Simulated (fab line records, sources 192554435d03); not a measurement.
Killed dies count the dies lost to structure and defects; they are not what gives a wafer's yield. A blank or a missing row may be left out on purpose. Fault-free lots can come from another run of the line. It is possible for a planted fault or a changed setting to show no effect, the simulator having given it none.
fab line records	flow n5Finfet
record: lots: 6	wafers: 18	lastDay: 17
route steps=1938 shown BEOL_M2@909 BEOL_M3@931 PASSIVATION@1936
lots that met no fault: taken from a fault-free run of the same line
startH: start of the lot's first displayed wafer, in hours after the record's first day	waitH: hours elapsed since this lot's preceding step	" the same as in the row above	L1.1+2: one row covering several wafers at once	- no value, or no start was given	* or withheld: withheld	< > ~ a bound
route shown NAME@n: names a module that has steps shown in the file, with the first one's number in the route	usual: average and standard deviation across the fault-free wafers	same: alike in all rows	chamber/n: place in a boat	sites: each site's reading	_std_site: their standard deviation	_edge_site: inner sites' mean taken away from outer sites' mean	radiusMm: how far each site lies from the wafer's centre	mask NAME#n: copy n	behind: the last tool/chamber to shape the wafer	hold: the reason the lot was held/the length of the hold in hours/how it ended	device: names the non-switching transistor (n, p or np)	end of line: tests run on the same wafers once the route is complete	step lacking rows: just its recipe	killed: dies lost to structure and defects at the first sort, not the wafer's yield	map: dies across one wafer; x = killed, . = not, _ = none there
set.NAME: the setting as run; set.NAME@STEP: as run at that earlier step	model.NAME: the simulator's own value behind a step, which no gauge read
lots seen at some steps along the route; tables by step, rows by wafer
services: the hour from which a tool's chamber was out of use, counted from the record's first day as startH (under 0 if before that day), plus the number of hours and why
== steps ==
step: N5_BEOL_M2_ANNEAL_82
recipe: tempC: 400	timeS: 240	ambient: vacuum
usual: heaterPowerW: 871/67
lot.wafer	tool	chamber	startH	waitH	heaterPowerW
L767.2	pvdSputter-01	-	144.95	0.0	822
L767.4	"	-	"	"	906
L767.5	"	-	"	"	853
L771.1	pvdSputter-03	-	171.31	0.0	945
L771.3	"	-	"	"	855
L771.6	"	-	"	"	860
L772.2	pvdSputter-03	-	173.23	0.0	788
L772.3	"	-	"	"	828
L772.5	"	-	"	"	880
L778.3	pvdSputter-02	-	213.27	0.0	1052
L778.4	"	-	"	"	920
L778.5	"	-	"	"	884
L785.1	pvdSputter-03	-	258.69	0.0	805
L785.2	"	-	"	"	870
L785.5	"	-	"	"	807
L789.1	pvdSputter-03	-	274.48	0.0	934
L789.4	"	-	"	"	875
L789.5	"	-	"	"	858
step: N5_BEOL_M2_SPUTTER_86
recipe: material: Cu	targetThkA: 45	tempC: -20	chamberPressurePa: 0.07	powerW: withheld	timeS: 8.29
step: N5_BEOL_M2_ANNEAL_87
recipe: tempC: 400	timeS: 240	ambient: vacuum
step: N5_BEOL_M2_SPUTTER_88
recipe: material: Cu	targetThkA: 45	tempC: -20	chamberPressurePa: 0.07	powerW: withheld	timeS: 8.29
step: N5_BEOL_M2_ANNEAL_89
recipe: tempC: 400	timeS: 240	ambient: vacuum
usual: heaterPowerW: 869/70
lot.wafer	tool	chamber	startH	waitH	heaterPowerW
L767.2	pvdSputter-01	-	145.39	0.0	841
L767.4	"	-	"	"	893
L767.5	"	-	"	"	850
L771.1	pvdSputter-03	-	171.75	0.0	932
L771.3	"	-	"	"	864
L771.6	"	-	"	"	854
L772.2	pvdSputter-03	-	173.67	0.0	814
L772.3	"	-	"	"	789
L772.5	"	-	"	"	866
L778.3	pvdSputter-02	-	213.71	0.0	1068
L778.4	"	-	"	"	910
L778.5	"	-	"	"	864
L785.1	pvdSputter-03	-	259.13	0.0	816
L785.2	"	-	"	"	844
L785.5	"	-	"	"	806
L789.1	pvdSputter-03	-	274.92	0.0	925
L789.4	"	-	"	"	887
L789.5	"	-	"	"	841
step: N5_BEOL_M2_SPUTTER_90
recipe: material: Cu	targetThkA: 45	tempC: -20	chamberPressurePa: 0.07	powerW: withheld	timeS: 8.29
step: N5_BEOL_M2_ANNEAL_91
recipe: tempC: 400	timeS: 240	ambient: vacuum
usual: heaterPowerW: 870/71
lot.wafer	tool	chamber	startH	waitH	heaterPowerW
L767.2	pvdSputter-01	-	145.61	0.0	841
L767.4	"	-	"	"	877
L767.5	"	-	"	"	868
L771.1	pvdSputter-03	-	171.97	0.0	969
L771.3	"	-	"	"	872
L771.6	"	-	"	"	874
L772.2	pvdSputter-03	-	173.89	0.0	810
L772.3	"	-	"	"	825
L772.5	"	-	"	"	851
L778.3	pvdSputter-02	-	213.93	0.0	1085
L778.4	"	-	"	"	925
L778.5	"	-	"	"	838
L785.1	pvdSputter-03	-	259.35	0.0	811
L785.2	"	-	"	"	855
L785.5	"	-	"	"	786
L789.1	pvdSputter-03	-	275.14	0.0	935
L789.4	"	-	"	"	864
L789.5	"	-	"	"	857
step: N5_BEOL_M2_SPUTTER_92
recipe: material: Cu	targetThkA: 45	tempC: -20	chamberPressurePa: 0.07	powerW: withheld	timeS: 8.29
step: N5_BEOL_M2_ANNEAL_93
recipe: tempC: 400	timeS: 240	ambient: vacuum
step: N5_BEOL_M2_SPUTTER_94
recipe: material: Cu	targetThkA: 45	tempC: -20	chamberPressurePa: 0.07	powerW: withheld	timeS: 8.29
step: N5_BEOL_M2_ANNEAL_95
recipe: tempC: 400	timeS: 240	ambient: vacuum
step: N5_BEOL_M2_SPUTTER_96
recipe: material: Cu	targetThkA: 45	tempC: -20	chamberPressurePa: 0.07	powerW: withheld	timeS: 8.29
usual: throttleValvePct: 30.0/0.91
lot.wafer	tool	chamber	startH	waitH	throttleValvePct
L767.2	pvdSputter-01	-	146.19	0.1	29.9
L767.4	"	-	"	"	30.6
L767.5	"	-	"	"	32.0
L771.1	pvdSputter-03	-	172.55	0.1	31.6
L771.3	"	-	"	"	29.0
L771.6	"	-	"	"	28.8
L772.2	pvdSputter-03	-	174.47	0.1	30.1
L772.3	"	-	"	"	29.9
L772.5	"	-	"	"	29.4
L778.3	pvdSputter-02	-	214.51	0.1	30.0
L778.4	"	-	"	"	29.3
L778.5	"	-	"	"	29.1
L785.1	pvdSputter-03	-	259.93	0.1	29.7
L785.2	"	-	"	"	29.0
L785.5	"	-	"	"	30.0
L789.1	pvdSputter-03	-	275.72	0.1	31.8
L789.4	"	-	"	"	29.2
L789.5	"	-	"	"	29.5
step: N5_BEOL_M2_ECD_50
recipe: material: Cu	targetThkA: 3000
lot.wafer	tool	chamber	startH	waitH
L767.2+4+5	ecdCu-01	0,0,1	146.31	0.1
L771.1+3+6	ecdCu-01	1,0,0	172.67	0.1
L772.2+3+5	ecdCu-01	1,1,0	174.59	0.1
L778.3+4+5	ecdCu-02	0,1,1	214.65	0.1
L785.1+2+5	ecdCu-02	0,1,1	260.05	0.1
L789.1+4+5	ecdCu-01	1,1,0	275.84	0.1
step: N5_BEOL_M2_ANNEAL_51
recipe: tempC: 225	timeS: 90	ambient: N2
step: N5_BEOL_M2_CMP_52
recipe: stopOn: SiOC	tOverpolishS: 6.8	downForcePsi: 1	platenRpm: 50	clearingPlatenDownForcePsi: 1.5	clearingPlatenRpm: 50	postCmpClean: cuAlkaline	targetThkNm: 40	clearingPlatenPadVelocityMS: 0.99484	padVelocityMS: 0.99484
step: N5_BEOL_M2_THK_MEAS_53
recipe: thkMeasGauge: xrf	reads: Cu_of_BEOL_M2_ECD_50
usual: M2_THK: 40.1/1.3
lot.wafer	tool	chamber	startH	waitH	M2_THK[nm]
L767.2	filmMetro-02	-	146.98	-	42.1
L767.4	"	-	"	"	38.5
L767.5	"	-	"	"	40.0
L771.1	filmMetro-02	-	173.34	-	38.4
L771.3	"	-	"	"	40.1
L771.6	"	-	"	"	40.3
L772.2	filmMetro-02	-	175.26	-	40.0
L772.3	"	-	"	"	40.4
L772.5	"	-	"	"	41.1
L778.3	filmMetro-02	-	215.30	-	41.0
L778.4	"	-	"	"	40.0
L778.5	"	-	"	"	43.4
L785.1	filmMetro-02	-	260.73	-	40.7
L785.2	"	-	"	"	41.0
L785.5	"	-	"	"	41.4
L789.1	filmMetro-01	-	276.61	-	41.8
L789.4	"	-	"	"	38.9
L789.5	"	-	"	"	39.0
step: N5_BEOL_M2_PRE_CLEAN_60
recipe: gas: NH3/H2	timeS: 15	tempC: *	rfPowerW: 300
step: N5_BEOL_M2_CO_CAP_55
recipe: material: Co	targetThkA: 20	tempC: 200	precursor: CCTBA/H2	pressureTorr: 30	timeS: 102.1
step: N5_BEOL_M2_PRE_CLEAN_56
recipe: gas: NH3	timeS: 15	tempC: withheld	rfPowerW: 300
step: N5_BEOL_M2_DEP_57
recipe: material: SiCN	targetThkA: 80	tempC: withheld	precursor: 3MS/NH3	pressureTorr: 3	rfW: 202	timeS: 14
step: N5_BEOL_M2_RS_MEAS_58
recipe: thkMeasGauge: four-point-probe	reads: Co_of_BEOL_M2_CO_CAP_55+Cu_of_BEOL_M2_ECD_50+Co_of_BEOL_M2_CVD_47+TaN_of_BEOL_M2_ALD_84
usual: M2_RS: 0.673/0.027
lot.wafer	tool	chamber	startH	waitH	M2_RS[ohm/sq]
L767.2	filmMetro-01	-	147.24	0.1	0.637
L767.4	"	-	"	"	0.712
L767.5	"	-	"	"	0.674
L771.1	filmMetro-01	-	173.60	0.0	0.718
L771.3	"	-	"	"	0.674
L771.6	"	-	"	"	0.672
L772.2	filmMetro-01	-	175.53	0.1	0.677
L772.3	"	-	"	"	0.667
L772.5	"	-	"	"	0.652
L778.3	filmMetro-01	-	215.62	0.1	0.662
L778.4	"	-	"	"	0.682
L778.5	"	-	"	"	0.622
L785.1	filmMetro-01	-	261.21	0.0	0.654
L785.2	"	-	"	"	0.649
L785.5	"	-	"	"	0.641
L789.1	filmMetro-01	-	276.91	0.0	0.630
L789.4	"	-	"	"	0.692
L789.5	"	-	"	"	0.693
step: N5_BEOL_M3_ILD_DEP_00
recipe: material: SiOC	targetThkA: 790	tempC: 350	precursor: DEMS/O2	pressureTorr: 5	rfW: 500	timeS: 15.3
step: N5_BEOL_M3_THK_MEAS_01
recipe: reads: SiOC_of_BEOL_M3_ILD_DEP_00
usual: M3_ILD_THK: 79.1/0.9
lot.wafer	tool	chamber	startH	waitH	M3_ILD_THK[nm]
L767.2	filmMetro-01	-	147.37	0.1	79.9
L767.4	"	-	"	"	79.8
L767.5	"	-	"	"	80.3
L771.1	filmMetro-01	-	173.73	0.0	80.0
L771.3	"	-	"	"	79.0
L771.6	"	-	"	"	80.7
L772.2	filmMetro-02	-	175.67	0.1	78.2
L772.3	"	-	"	"	80.3
L772.5	"	-	"	"	79.3
L778.3	filmMetro-02	-	215.76	0.1	80.3
L778.4	"	-	"	"	80.2
L778.5	"	-	"	"	81.0
L785.1	filmMetro-01	-	261.34	0.0	79.8
L785.2	"	-	"	"	79.3
L785.5	"	-	"	"	80.5
L789.1	filmMetro-02	-	277.04	0.0	78.2
L789.4	"	-	"	"	78.6
L789.5	"	-	"	"	80.1
step: N5_BEOL_M3_PECVD_72
recipe: material: SiO2	targetThkA: 160	tempC: 400	precursor: TEOS/O2	pressureTorr: 5.5	rfW: 450	teosFlowSccm: 53.8	gas: O2	flowSccm: 3000	timeS: 18
step: N5_BEOL_M3_HM_DEP_02
recipe: material: TiN	targetThkA: 200	tempC: 25	chamberPressurePa: 0.49996
step: N5_BEOL_M3_COAT_61
recipe: resist: SOC	tempC: 250	timeS: 60	spinRpm: 1500	resistThkNm: 60
step: N5_BEOL_M3_COAT_62
recipe: resist: SiARC	tempC: 220	timeS: 60	spinRpm: 1500	resistThkNm: 12
step: N5_BEOL_M3_COAT_73
recipe: resist: underlayer	tempC: 205	timeS: 60	spinRpm: 1500	resistThkNm: 5
step: N5_BEOL_M3_COAT_05
recipe: resist: CAR-EUV	spinRpm: 1500	resistThkNm: 30
step: N5_BEOL_M3_EBR_07
recipe: solvent: PGMEA	ebrWidthMm: 1.5
step: N5_BEOL_M3_SOFTBAKE_06
recipe: tempC: 110	timeS: 60	resist: CAR-EUV
step: N5_BEOL_M3_EXPOSE_08
recipe: maskId: M3	na: 0.33	sourceShape: dipole	sigmaInner: 0.369	sigmaOuter: 0.767	polarization: unpolarized	doseMj: 33
step: N5_BEOL_M3_PEB_09
recipe: pebTempC: 100	pebTimeS: 60	resist: CAR-EUV
step: N5_BEOL_M3_DEVELOP_10
recipe: developTimeS: 30	developer: TMAH	resist: CAR-EUV	rinseLiquid: surfactantRinse	dry: airSpin	devTempC: 23
step: N5_BEOL_M3_CD_MEAS_11
recipe: targetCdNm: 17.05	landingEnergyEv: 500	detector: seInlens	polarity: opening
usual: cdNm: 17.06/0.22
lot.wafer	tool	chamber	startH	waitH	cdNm
L767.2	cdSem-02	0	148.76	-	17.19
L767.4	"	0	"	"	17.30
L767.5	"	0	"	"	16.79
L771.1	cdSem-01	0	175.13	-	17.33
L771.3	"	0	"	"	17.00
L771.6	"	0	"	"	17.21
L772.2	cdSem-01	0	177.38	-	16.97
L772.3	"	0	"	"	16.96
L772.5	"	0	"	"	17.03
L778.3	cdSem-03	0	218.35	-	17.11
L778.4	"	0	"	"	16.96
L778.5	"	0	"	"	16.98
L785.1	cdSem-01	0	262.08	-	16.85
L785.2	"	0	"	"	16.76
L785.5	"	0	"	"	17.17
L789.1	cdSem-02	0	278.37	-	17.22
L789.4	"	0	"	"	17.31
L789.5	"	0	"	"	17.35
step: N5_BEOL_M3_OVL_MEAS_12
recipe: pointsPerWafer: 522
usual: M3_OVL: 0.2/0.67
same: pointsPerWafer: 522
lot.wafer	tool	chamber	startH	waitH	M3_OVL[nm]
L767.2	overlay-01	0	148.80	0.0	1.3
L767.4	"	0	"	"	0.8
L767.5	"	0	"	"	0.8
L771.1	overlay-01	0	175.16	0.0	0.0
L771.3	"	0	"	"	0.8
L771.6	"	0	"	"	0.0
L772.2	overlay-02	0	177.42	0.0	0.4
L772.3	"	0	"	"	0.6
L772.5	"	0	"	"	0.6
L778.3	overlay-01	0	218.39	0.0	-0.9
L778.4	"	0	"	"	-0.4
L778.5	"	0	"	"	0.1
L785.1	overlay-02	0	262.11	0.0	0.3
L785.2	"	0	"	"	-0.3
L785.5	"	0	"	"	-0.9
L789.1	overlay-02	0	278.40	0.0	-0.5
L789.4	"	0	"	"	0.0
L789.5	"	0	"	"	0.3
step: N5_BEOL_M3_DESCUM_16
recipe: chemistry: O2	timeS: 7	sourcePowerW: 50	biasPowerW: 20	pressureMtorr: 20	rfFrequencyHz: 2.712e+07	tempC: 40	resist: CAR-EUV	o2FlowSccm: 225
step: N5_BEOL_M3_ETCH_74
recipe: chemistry: N2/H2	target: underlayer	targetDepthA: 65	maskMaterial: CAR-EUV	timeS: 5.2	ionEnergyEv: 200	pressureMtorr: 30	sourceW: 840	biasW: 150	n2FlowSccm: 200	h2FlowSccm: 200	ends: cleared
step: N5_BEOL_M3_ETCH_63
recipe: chemistry: CF4	target: SiARC	targetDepthA: 156	maskMaterial: CAR-EUV	timeS: 26	ionEnergyEv: 80	pressureMtorr: 40	sourceW: 545	biasW: 36	Ar_flow_sccm: 100	cf4FlowSccm: 100	ends: cleared
usual: biasW: 36.02/0.12	drypumpMotorCurrentA: 5.7/0.49	etchRfOnTimeS: 26.0/0.41	oesProductAu: 0.68/0.077	rfVppV: 183.9/1.2	showerheadPlenumPTorr: 2.12/0.065	throttleValvePct: 15.48/0.16
lot.wafer	tool	chamber	startH	waitH	biasW	drypumpMotorCurrentA	etchRfOnTimeS	oesProductAu	rfHoursCounterH	rfVppV	showerheadPlenumPTorr	throttleValvePct
L767.2	rieDiel-02	0	149.32	0.0	35.97	5.9	26.1	0.61	210	183.1	2.12	15.69
L767.4	"	2	"	"	36.03	6.0	25.7	0.85	-	183.4	2.11	15.47
L767.5	"	0	"	"	35.93	6.0	26.0	0.61	-	185.2	2.12	15.70
L771.1	rieDiel-01	0	175.77	0.0	35.84	5.7	26.1	0.64	147	184.6	2.23	15.76
L771.3	"	2	"	"	35.86	5.0	25.7	0.70	72	183.6	2.09	15.35
L771.6	"	2	"	"	35.84	4.9	25.4	0.70	-	182.9	2.09	15.35
L772.2	rieDiel-01	1	177.69	0.0	36.19	5.8	25.7	0.65	149	183.9	2.06	15.33
L772.3	"	2	"	"	36.00	5.0	25.2	0.70	73	182.6	2.09	15.36
L772.5	"	0	"	"	36.16	5.7	25.8	0.64	-	185.3	2.23	15.77
L778.3	rieDiel-01	0	218.99	0.0	35.83	5.7	26.5	0.63	159	185.2	2.23	15.79
L778.4	"	1	"	"	35.77	5.7	26.2	0.64	159	182.6	2.05	15.35
L778.5	"	1	"	"	35.98	5.8	26.4	0.64	-	183.7	2.05	15.35
L785.1	rieDiel-06	2	262.30	0.0	36.13	5.7	26.8	0.58	246	183.7	2.10	15.48
L785.2	"	3	"	"	36.01	5.9	25.9	0.70	81	183.3	2.08	15.35
L785.5	"	1	"	"	36.22	6.6	26.7	0.72	-	186.7	2.25	15.56
L789.1	rieDiel-01	3	278.83	0.0	35.89	4.7	26.2	0.68	123	182.3	2.06	15.45
L789.4	"	2	"	"	35.92	5.0	25.8	0.67	106	183.4	2.08	15.41
L789.5	"	1	"	"	36.22	5.8	26.3	0.62	-	183.1	2.05	15.40
step: N5_BEOL_M3_ETCH_64
recipe: chemistry: N2/H2	target: SOC	targetDepthA: 750	overetchA: 150	maskMaterial: SiARC	tempC: 40	timeS: 112.5	ionEnergyEv: 200	pressureMtorr: 30	sourceW: 840	biasW: 150	n2FlowSccm: 200	h2FlowSccm: 200
step: N5_PASSIVATION_PROBE_49
usual: defectLimitedYield: 91.3/1.4	killed_at_M0_to_M3: 35/11	killed_at_M4_up: 14/5.4	killedAtContacts: 12/6.2	killedAtFrontEnd: 38/11	killedAtOther: 4.1/2.8	killedDies: 103/17	killedOnRim: 13/4	killedOpen: 66/13	killedShort: 34/8.2	sort_bin_5_function: 5.1/0.89	sort_bin_6_memory: 3.3/0.72	sortNPass: 1077/17	sortYieldPct: 91.3/1.4
same: grossDies: 1180	killedAtBackSide: 0	sort_bin_4_leakage[%]: 0	sort_bin_8_speed[%]: 0
lot.wafer	tool	chamber	startH	waitH	defectLimitedYield[%]	killed_at_M0_to_M3	killed_at_M4_up	killedAtContacts	killedAtFrontEnd	killedAtOther	killedDies	killedOnRim	killedOpen	killedShort	sort_bin_5_function[%]	sort_bin_6_memory[%]	sortNPass	sortYieldPct[%]
L771.1	prober-02	-	304.21	0.0	63.5	364	7	6	47	7	431	57	47	48	22.7	11.7	749	63.5
L771.3	prober-02	-	304.31	0.1	91.3	35	16	16	28	8	103	15	63	38	4.7	3.6	1077	91.3
L771.6	prober-02	-	304.46	0.3	90.8	35	9	26	36	3	109	14	73	35	4.7	4.2	1071	90.8
L772.2	prober-01	-	305.34	0.1	66.3	335	24	7	32	0	398	54	59	26	20.8	11.1	782	66.3
L772.3	prober-01	-	305.39	0.1	66.2	337	8	14	37	3	399	47	51	34	21.1	10.8	781	66.2
killed by level:class
L771.1 BEOL_M2:unspecified=334 FIN_SAQP:geometricParticle:short=22 BEOL_M0_SAQP:geometricParticle:short=7 FIN_SAQP:geometricParticle:open=6 BEOL_M0_SAQP:geometricParticle:open=5 MOL_CONTACT_COAG:geometricParticle:open=5 BEOL_M2:geometricParticle:open=4 STI_FIN_REVEAL:geometricParticle:open=3
L771.3 MOL_CONTACT_COAG:geometricParticle:open=10 BEOL_M0_SAQP:geometricParticle:short=9 BEOL_M0_SAQP:geometricParticle:open=9 STI_FIN_REVEAL:geometricParticle:open=5 MOL_CONTACT_COAG:geometricParticle:short=5 DUMMY_GATE:geometricParticle:open=4 BEOL_M1:geometricParticle:short=4 BEOL_M2:geometricParticle:open=4
L771.6 MOL_CONTACT_COAG:geometricParticle:open=20 BEOL_M1:geometricParticle:open=12 DUMMY_GATE:geometricParticle:open=5 MOL_CONTACT_COAG:geometricParticle:short=5 BEOL_M0_SAQP:geometricParticle:short=5 BEOL_M2:geometricParticle:open=5 FIN_SAQP:geometricParticle:open=4 FIN_SAQP:geometricParticle:short=4
L772.2 BEOL_M2:unspecified=310 BEOL_M4:geometricParticle:open=15 STI_FIN_REVEAL:geometricParticle:open=6 BEOL_M0_SAQP:geometricParticle:open=6 MOL_CONTACT_COAG:geometricParticle:open=5 BEOL_M1:geometricParticle:open=5 BEOL_M0_SAQP:geometricParticle:short=4 BEOL_M2:geometricParticle:open=4
L772.3 BEOL_M2:unspecified=312 MOL_CONTACT_COAG:geometricParticle:open=9 FIN_SAQP:geometricParticle:short=8 BEOL_M0_SAQP:geometricParticle:short=8 MOL_CONTACT_COAG:geometricParticle:short=5 BEOL_M2:geometricParticle:open=5 BEOL_M4:geometricParticle:open=5 FIN_SAQP:geometricParticle:open=4
map L771.1 (x killed, . not)
_________________x...xx.x...x________________
______________.xx...x.......xxxx_____________
___________x..x......xx..x.....x...__________
__________xxxx..x........xx..x......_________
________.....xxxx....x.......x.xx.xx.x_______
_______...xx.....x.xxx..x.xx......x..x.______
______.....x.xx..xx..x.x.xxx...x...x..x._____
_____xxx.xx.xx......xx.xx........xx.x....____
____x.xxx..xxxx.x..xx...x.x....xx.......x.___
___xx...x.x....x..xxxxx.....xxxxxx.x..x....__
___.xx..x..x..xx...x.xxx......x...x....x...__
__x...xxxx.x..x..x.x.x....x....x..xxx.x.xx.._
__.x.x.....xx........x...x.xxx.x.x.x...x..x._
_xxx..x...xx.xx.x...x.xx.......xxx.xx..x...xx
_..x...xxxx...x..xxx.x.....x..x..xx......x..x
_.x.xxx.xx...x......x.x..x..x.x.x...x.x.xxx.x
_x...x.x.x.xx......x.....x.xxx..xx.x...xxxx.x
_....x..xx.....xx.x........x.x..x.xx.xxx.....
_xxxx...xxxx.....x.xx...xx...x.x....xxx......
_..xx.......x...xx..xxx...x.x.xxx...x...x.xxx
_x....x.....x..x....x..xx.xx...x.x...x...x.xx
__xxxx..xx...x.x.x..x.xx...x.xx....xx......._
__..xx.xx.....x........x...xxx....x....xx.x._
___.x.xxxx..x...x..xx.xx...xx..x.xx...x.x..__
___xxxx.x....x..x.x.....x....x.xxx.....x.x.__
____..xxxx.x.x......x.x...x...x..xx.......___
_____.x.x.xx..x.x...x...xxxxx..x.x......x____
______...xxx.xx....x...x..x.....xx.....x_____
_______......x.....x...x.xx..x.x..x....______
________.....x.x.......x.xx......xxx.._______
__________.x...............x...x.x.._________
___________x...xx......x.xxx.x.xx.x__________
______________x...x....x..x..x.._____________
_________________....x.......________________
map L772.3 (x killed, . not)
_________________.......x....________________
______________....xx.xxx.....x.._____________
___________.......x........x......x__________
__________......xx...xx.xxx..x..x.xx_________
________.xx.x.....x...x....x.xx.x....._______
_______x....xxx.x.....x.xxx..x....xxx..______
______..x..x.....x....x...xx...x.x.....x_____
_____.x..x.xx..xxx..x...x.x.....x..xx.x..____
____...xx..x.............x....x.x...x.x...___
___x...x..x....x..xx.x..xx..xx.....xx....xx__
___x...xx..x.xx......x.xx.xxx.x.xxx...xx.x.__
__...x.x......xxx.x........x.....x..xx...x.x_
__x.x..xx..x......xxx...xx.x....x..x..x...xx_
_.....x.......x..........x.x.x...x...xxx.x...
_.xx.xx...x.x..x.xxx....xx..x......x..x..x..x
_....xxxx.x.......xx....x..x.x.x..x........x.
_.x.x..x..x..x...x....x..x..xxx.x.......x.x.x
_.......x.xx.x.xx...xx.x....x.......xx.xx...x
_x.x..x.x......xxx...x.x.....xxx........x...x
_.x.......x...x.......xx....x...x.x..x..xx...
_...x.....x.......xxxx.xxx.........xx...x....
__xxx.x....xx..x.x.x......x..x.x...xxx..x.x._
__..x.xxx.......x.xxx..xx.x...x.....x....x.._
___...x.......x.x...x.xx..x....xx.x..xxxx..__
___...x.....x...xx..x.x....xx....xx...x.xx.__
____xx.xx.x..x.x....xxx.xx.xx.....x.x..x.x___
_____.x...x...xx...x.x.....x....x..xx....____
______......x.xxx..x...x.x.x...xx...x.x._____
_______.x....x.x....x.....x..x.x.x.....______
________xxxxxxx.x...xx...x.x..x..xx.x._______
__________x...x...x..x.....xx...x.x._________
___________xx..xx.xxxxx.x.x.xx..xx.__________
______________..x..xx...xx..x.xx_____________
_________________...x.xx.....________________
== services ==
tool	chamber	startH	hours	kind
rieDiel-06	0	121.19	-	clean
rieDiel-06	0	121.19	-	consumableReplace:focusRing
rieDiel-06	0	121.19	21.9	scheduledDown
rieDiel-06	0	121.19	21.9	ventCycle
rieDiel-06	1	128.14	16.7	repair
rieDiel-02	1	131.21	-	clean
rieDiel-02	1	131.21	-	consumableReplace:focusRing
rieDiel-02	1	131.21	37.2	scheduledDown
rieDiel-02	1	131.21	37.2	ventCycle
pvdSputter-03	-	131.77	0.5	repair
rieDiel-02	2	132.32	6.3	repair
pvdSputter-03	-	135.06	2.9	repair
rieDiel-06	2	142.69	23.3	repair
ecdCu-01	-	158.20	2.2	repair
ecdCu-02	-	177.51	0.7	repair
rieDiel-02	-	215.56	14.6	pm
rieDiel-01	-	231.04	0.4	repair
ecdCu-01	-	254.59	6.7	pm
rieDiel-06	-	276.05	14.6	pm
== key ==
firstSign: step: N5_PASSIVATION_PROBE_49	reading: killed_at_M0_to_M3	direction: up	sigmas: 29	usual: 35	struck: 345
effect: step: N5_PASSIVATION_PROBE_49	reading: defectLimitedYield	direction: down	sigmas: 18	usual: 91.3	struck: 65.3
moreKillsBornAt: N5_BEOL_M2_ECD_50@ecdCu-01: 956
metAt N5_BEOL_M2_ECD_50
struckWafers L771.1,L772.2,L772.3
onsetBetween 146.31 172.67
fault: kind: chamberParticleSource	tool: ecdCu-01	chamber: 1	onsetH: 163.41	steps: N5_BEOL_M2_ECD_50	ratePerVisitCm2: 0.60252	endH: 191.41
